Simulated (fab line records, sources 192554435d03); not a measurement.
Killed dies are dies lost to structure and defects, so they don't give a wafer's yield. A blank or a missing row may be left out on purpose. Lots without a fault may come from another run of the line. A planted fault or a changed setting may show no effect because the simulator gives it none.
fab line records | flow n5_finfet
record lots=6 wafers=16 last_day=17
route steps=1938 shown BEOL_M5@1162 PASSIVATION@1936
lots that met no fault: from a run of the same line without faults
start_h: hours from the record's first day to the start of the lot's first wafer shown | wait_h: hours since the lot's step before | " the same as in the row above | L1.1+2: a row that stands for several wafers | - no value, or no start given | * or withheld: withheld | < > ~ a bound
route shown NAME@n: a module of which the file shows steps, and the number in the route of the first | usual: mean/standard deviation of fault-free wafers | same: alike in all rows | chamber/n: place in a boat | sites: the reading at each site | _std_site: their standard deviation | _edge_site: outer sites' mean less inner sites' | radius_mm: how far each site lies from the wafer's centre | mask NAME#n: copy n | behind: the tool/chamber that last shaped the wafer | hold: why the lot was held/for how many hours/how that ended | device: the transistor (n, p or np) that didn't switch | end of line: the same wafers' tests at the end of the route | a step without rows: its recipe alone | killed: dies lost to structure and defects at the first sort, not the wafer's yield | map: a wafer's dies, x killed, . not, _ none there
set.NAME: the setting as run; set.NAME@STEP: as run at that earlier step | model.NAME: the simulator's own value behind a step, which no gauge read
lots at some steps of the route; a table a step, a row a wafer
services: from which hour (start_h, from the record's first day; less than 0 if before it) a tool's chamber was out of use, for how many hours, and why
## steps
# step N5_BEOL_M5_STRIP_91
# recipe chemistry=N2/H2 time_s=10 power_w=450 temp_c=40 pressure_mtorr=20 rf_frequency_hz=6e+07 bias_power_w=7 n2_flow_sccm=200 h2_flow_sccm=200
# usual drypump_motor_current_A=5.7/0.55 oes_product_au=0.76/0.094 rf_vpp_V=59.4/0.83 showerhead_plenum_p_Torr=2.57/0.089 throttle_valve_pct=23.5/0.4
# columns lot.wafer tool chamber start_h wait_h drypump_motor_current_A oes_product_au rf_hours_counter_h rf_vpp_V showerhead_plenum_p_Torr throttle_valve_pct
L157.1 rie_diel-06 2 - - 6.2 0.89 33 58.5 2.47 23.5
L157.2 " 1 " " 5.4 0.83 60 59.3 2.55 22.7
L157.6 " 1 " " 5.4 0.84 - 58.0 2.55 22.7
L158.1 rie_diel-06 3 - - 5.2 0.71 171 58.3 2.44 24.1
L158.5 " 0 " " 5.9 0.74 - 58.9 2.65 23.9
L158.6 " 3 " " 5.2 0.71 - 60.3 2.44 24.1
L170.3 rie_diel-06 0 - - 5.9 0.71 225 60.0 2.63 23.9
L170.4 " 2 " " 6.2 0.84 60 59.6 2.46 23.5
L172.1 rie_diel-04 3 - - 5.9 0.98 7 61.2 2.70 23.1
L172.5 " 2 " " 4.9 0.70 - 60.1 2.60 23.3
L173.1 rie_diel-02 3 - - 6.5 0.69 223 58.6 2.52 23.7
L173.4 " 0 " " 6.4 0.90 41 58.6 2.58 22.8
L173.6 " 3 " " 6.4 0.68 - 60.1 2.52 23.7
L174.2 rie_diel-04 3 - - 5.9 0.97 9 59.2 2.70 23.1
L174.3 " 2 " " 4.9 0.69 236 59.1 2.60 23.3
L174.5 " 2 " " 4.9 0.70 - 58.9 2.60 23.3
# step N5_BEOL_M5_OCD_MEAS_38
# usual trench_depth_nm=70.8/2
# columns lot.wafer tool chamber start_h wait_h trench_depth_nm
L157.1 ocd-02 - 181.00 - 73.3
L157.2 " - " " 71.5
L157.6 " - " " 71.1
L158.1 ocd-01 - 181.38 - 72.1
L158.5 " - " " 71.8
L158.6 " - " " 70.8
L170.3 ocd-02 - 285.03 - 70.6
L170.4 " - " " 72.7
L172.1 ocd-01 - 290.26 - 71.6
L172.5 " - " " 69.0
L173.1 ocd-02 - 290.65 - 67.3
L173.4 " - " " 74.8
L173.6 " - " " 68.6
L174.2 ocd-02 - 298.11 - 72.0
L174.3 " - " " 69.9
L174.5 " - " " 69.7
# step N5_BEOL_M5_HM_STRIP_39
# recipe chemistry=peroxide_tin_strip material=TiN target_depth_a=250 temp_c=50 time_s=158
# step N5_BEOL_M5_SRD_40
# recipe time_s=30 temp_c=23 rinse_liquid=diw dry=ipa_marangoni
# step N5_BEOL_M5_PRECLEAN_42
# recipe chemistry=residue_remover time_s=60 temp_c=40
# step N5_BEOL_M5_SRD_43
# recipe time_s=30 temp_c=23 rinse_liquid=diw dry=ipa_marangoni
# step N5_BEOL_M5_CD_MEAS_35
# recipe target_cd_nm=28 target_cd_y_nm=24 polarity=opening
# usual cd_nm=28.1/0.39
# columns lot.wafer tool chamber start_h wait_h cd_nm
L157.1 cd_sem-02 - 181.15 0.0 27.8
L157.2 " - " " 28.1
L157.6 " - " " 28.2
L158.1 cd_sem-01 - 181.54 0.0 28.3
L158.5 " - " " 27.8
L158.6 " - " " 28.3
L170.3 cd_sem-02 - 285.19 0.0 28.6
L170.4 " - " " 27.9
L172.1 cd_sem-02 - 290.42 0.0 28.1
L172.5 " - " " 28.5
L173.1 cd_sem-01 - 290.80 0.0 28.4
L173.4 " - " " 28.5
L173.6 " - " " 27.7
L174.2 cd_sem-02 - 298.27 0.0 27.5
L174.3 " - " " 28.0
L174.5 " - " " 27.8
# step N5_BEOL_M5_CURE_80
# recipe temp_c=370 time_s=120 ambient=DMADMS/He material=SiCOH_lowk
# step N5_BEOL_M5_DEGAS_44
# recipe ambient=vacuum temp_c=250 time_s=60
# usual heater_power_w=368/37
# columns lot.wafer tool chamber start_h wait_h heater_power_w
L157.1 pvd_sputter-01 - 181.57 0.3 401
L157.2 " - " " 369
L157.6 " - " " 366
L158.1 pvd_sputter-03 - 181.98 0.3 330
L158.5 " - " " 335
L158.6 " - " " 337
L170.3 pvd_sputter-01 - 285.65 0.3 342
L170.4 " - " " 411
L172.1 pvd_sputter-02 - 290.81 0.3 356
L172.5 " - " " 374
L173.1 pvd_sputter-02 - 292.87 2.0 402
L173.4 " - " " 372
L173.6 " - " " 375
L174.2 pvd_sputter-02 - 298.66 0.3 384
L174.3 " - " " 361
L174.5 " - " " 306
# step N5_BEOL_M5_PRE_CLEAN_45
# recipe gas=H2/He time_s=30 temp_c=250
# usual heater_power_w=367/37
# columns lot.wafer tool chamber start_h wait_h heater_power_w
L157.1 pvd_sputter-01 - 181.61 0.0 402
L157.2 " - " " 360
L157.6 " - " " 354
L158.1 pvd_sputter-03 - 182.02 0.0 341
L158.5 " - " " 336
L158.6 " - " " 333
L170.3 pvd_sputter-01 - 285.69 0.0 340
L170.4 " - " " 406
L172.1 pvd_sputter-02 - 290.85 0.0 360
L172.5 " - " " 372
L173.1 pvd_sputter-02 - 292.91 0.0 398
L173.4 " - " " 352
L173.6 " - " " 371
L174.2 pvd_sputter-02 - 298.70 0.0 367
L174.3 " - " " 359
L174.5 " - " " 305
# step N5_BEOL_M5_ALD_86
# recipe material=TaN target_thk_a=* temp_c=275 ald_precursor_family=PDMAT ald_co_reactant=NH3 pressure_torr=3 carrier_flow_sccm=1500 pulse_time_s=2 purge_time_s=3 co_reactant_purge_time_s=2 co_reactant_pulse_time_s=3 ald_cycles=30 precursor_vessel_temp_c=75 precursor_vessel_pressure_torr=26.25 precursor_vessel_carrier_sccm=1000
# usual heater_power_w=425/51
# columns lot.wafer tool chamber start_h wait_h heater_power_w
L157.1 ald_metal-03 0 181.69 0.1 340
L157.2 " 1 " " 363
L157.6 " 2 " " 406
L158.1 ald_metal-02 0 182.08 0.0 451
L158.5 " 3 " " 437
L158.6 " 2 " " 476
L170.3 ald_metal-02 2 285.76 0.1 496
L170.4 " 0 " " 456
L172.1 ald_metal-03 0 290.93 0.1 338
L172.5 " 3 " " 471
L173.1 ald_metal-03 1 292.98 0.1 366
L173.4 " 2 " " 407
L173.6 " 1 " " 355
L174.2 ald_metal-02 0 298.76 0.0 466
L174.3 " 2 " " 491
L174.5 " 1 " " 494
# step N5_BEOL_M5_SURFACE_TREAT_87
# recipe gas=Ar time_s=* ion_energy_ev=* ion_current_ma_cm2=0.5 pressure_mtorr=* ar_flow_sccm=30
# step N5_BEOL_M5_CVD_47
# recipe material=Co target_thk_a=30 temp_c=withheld precursor=CCTBA/H2 pressure_torr=30 time_s=216
# usual run_length_s=238.8/0.4
# columns lot.wafer tool chamber start_h wait_h run_length_s
L157.1 cvd_co-02 1 182.06 0.1 238.7
L157.2 " 0 " " 238.3
L157.6 " 1 " " 239.0
L158.1 cvd_co-02 2 182.53 0.1 239.0
L158.5 " 2 " " 239.0
L158.6 " 1 " " 239.0
L170.3 cvd_co-02 2 286.23 0.1 241.1
L170.4 " 1 " " 239.1
L172.1 cvd_co-02 2 292.76 0.1 239.0
L172.5 " 2 " " 240.7
L173.1 cvd_co-01 1 293.38 0.1 238.4
L173.4 " 1 " " 238.5
L173.6 " 2 " " 239.0
L174.2 cvd_co-01 0 299.41 0.3 238.7
L174.3 " 2 " " 238.9
L174.5 " 1 " " 239.3
# step N5_BEOL_M5_SPUTTER_48
# recipe material=Cu target_thk_a=150 temp_c=-20 chamber_pressure_pa=0.07 power_w=withheld time_s=27.62
# usual chuck_sensor_temp_C=-16.0/0.42 substrate_temp_c=-20.00/0.098 throttle_valve_pct=30.1/0.85
# columns lot.wafer tool chamber start_h wait_h chuck_sensor_temp_C substrate_temp_c throttle_valve_pct
L157.1 pvd_sputter-03 - 182.26 0.1 -16.5 -20.02 31.6
L157.2 " - " " -15.6 -20.02 31.2
L157.6 " - " " -16.0 -20.17 30.0
L158.1 pvd_sputter-01 - 182.89 0.3 -16.5 -19.91 30.0
L158.5 " - " " -16.6 -20.02 30.0
L158.6 " - " " -16.0 -20.03 28.7
L170.3 pvd_sputter-02 - 286.39 0.1 -15.2 -20.00 30.4
L170.4 " - " " -15.9 -19.90 30.0
L172.1 pvd_sputter-02 - 292.95 0.1 -15.7 -19.90 29.8
L172.5 " - " " -15.9 -19.96 29.8
L173.1 pvd_sputter-03 - 293.66 0.2 -15.5 -19.99 29.2
L173.4 " - " " -15.7 -20.09 31.0
L173.6 " - " " -15.6 -20.08 30.9
L174.2 pvd_sputter-03 - 301.07 1.6 -16.1 -20.11 30.0
L174.3 " - " " -15.4 -19.87 29.2
L174.5 " - " " -15.7 -20.00 30.8
# step N5_PASSIVATION_PROBE_49
# usual defect_limited_yield=91.5/1.3 killed_at_M0_to_M3=36/10 killed_at_M4_up=13/4.7 killed_at_contacts=13/6.7 killed_at_front_end=37/9.7 killed_at_other=2.6/2.3 killed_dies=101/15 killed_open=67/12 killed_short=32/6.7 sort_bin_5_function=5.0/0.89 sort_bin_6_memory=3.2/0.63 sort_bin_8_speed=0.01/0.03 sort_n_pass=1079/16 sort_yield_pct=91.4/1.4
# same gross_dies=1180 killed_at_back_side=0 sort_bin_4_leakage[%]=0
# columns lot.wafer tool chamber start_h wait_h defect_limited_yield[%] killed_at_M0_to_M3 killed_at_M4_up killed_at_contacts killed_at_front_end killed_at_other killed_dies killed_open killed_short sort_bin_5_function[%] sort_bin_6_memory[%] sort_bin_8_speed[%] sort_n_pass sort_yield_pct[%]
L158.1 prober-01 - 274.54 0.0 91.4 23 16 17 43 3 102 66 35 5.7 2.9 0 1078 91.4
L158.5 prober-01 - 274.74 0.2 90.8 34 13 23 37 2 109 76 32 5.1 3.7 0 1071 90.8
L158.6 prober-01 - 274.79 0.3 92.3 32 11 12 36 0 91 56 33 4.7 3.0 0.08 1088 92.2
L172.1 prober-01 - 398.61 0.0 91.6 31 16 10 40 2 99 65 34 4.6 3.2 0 1081 91.6
L172.5 prober-01 - 398.81 0.2 92.3 21 12 9 43 6 91 52 36 3.6 3.4 0 1089 92.3
# killed by level:class
L158.1 MOL_CONTACT_COAG:geometric_particle:open=14 FIN_SAQP:geometric_particle:short=11 BEOL_M3:geometric_particle:open=6 GATE_CUT:geometric_particle:open=5 BEOL_M2:geometric_particle:open=5 FIN_SAQP:geometric_particle:open=4 STI_FIN_REVEAL:geometric_particle:open=4 BEOL_M0_SAQP:geometric_particle:short=4
L158.5 MOL_CONTACT_COAG:geometric_particle:open=17 BEOL_M3:geometric_particle:open=10 FIN_SAQP:geometric_particle:open=6 STI_FIN_REVEAL:geometric_particle:open=6 DUMMY_GATE:geometric_particle:open=6 MOL_CONTACT_COAG:geometric_particle:short=6 BEOL_M2:geometric_particle:open=6 GATE_CUT:geometric_particle:short=4
L158.6 MOL_CONTACT_COAG:geometric_particle:open=9 BEOL_M2:geometric_particle:open=8 FIN_SAQP:geometric_particle:open=6 BEOL_M0:geometric_particle:open=6 FIN_SAQP:geometric_particle:short=5 DUMMY_GATE:geometric_particle:open=5 BEOL_M3:geometric_particle:open=5 DUMMY_GATE:geometric_particle:short=4
L172.1 BEOL_M0_SAQP:geometric_particle:open=11 MOL_CONTACT_COAG:geometric_particle:open=9 BEOL_M0_SAQP:geometric_particle:short=9 BEOL_M4:geometric_particle:open=7 GATE_CUT:geometric_particle:short=6 BEOL_M1:geometric_particle:open=6 FIN_SAQP:geometric_particle:open=5 FIN_SAQP:geometric_particle:short=5
L172.5 FIN_SAQP:geometric_particle:open=12 FIN_SAQP:geometric_particle:short=8 BEOL_M0_SAQP:geometric_particle:short=6 STI_FIN_REVEAL:geometric_particle:open=5 GATE_CUT:geometric_particle:short=5 MOL_CONTACT_COAG:geometric_particle:open=5 MOL_CONTACT_COAG:geometric_particle:short=4 BEOL_M0_SAQP:geometric_particle:open=4
## services
# columns tool chamber start_h hours kind
cvd_co-02 - 165.03 1.7 repair
pvd_sputter-01 - 176.49 2.6 repair
rie_diel-04 3 180.80 1.6 repair
cvd_co-02 - 198.82 0.5 repair
ald_metal-03 - 211.50 0.8 repair
cvd_co-02 - 212.88 6.9 pm
rie_diel-02 1 222.31 5.3 repair
cvd_co-01 1 222.85 2.7 repair
pvd_sputter-01 - 234.69 2.1 repair
rie_diel-04 3 237.79 - clean
rie_diel-04 3 237.79 - consumable_replace:focus_ring
rie_diel-04 3 237.79 - consumable_replace:showerhead
rie_diel-04 3 237.79 23.2 scheduled_down
rie_diel-04 3 237.79 23.2 vent_cycle
ald_metal-03 - 241.79 6.0 pm
cvd_co-01 - 242.52 2.8 pm
pvd_sputter-01 - 256.70 7.0 repair
ald_metal-03 2 264.24 - calibration
rie_diel-02 1 267.30 - clean
rie_diel-02 1 267.30 - consumable_replace:esc
rie_diel-02 1 267.30 - consumable_replace:focus_ring
cvd_co-01 0 284.24 12.7 repair
ald_metal-02 3 284.62 23.8 repair
ald_metal-02 - 299.02 0.4 repair
## key
first_sign step=N5_BEOL_M5_CVD_47 reading=run_length_s direction=up sigmas=5.2 usual=* struck=*
effect none on later readings
met_at N5_BEOL_M5_CVD_47
struck_wafers L170.3,L172.5
onset_between 182.53 286.23
fault kind=process_parameter_drift tool=cvd_co-02 chamber=- onset_h=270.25 steps=N5_BEOL_M5_CVD_47 channel=time_s offset=* shape=step end_h=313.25 scope=struck_wafers_only acts_in=* stated=*
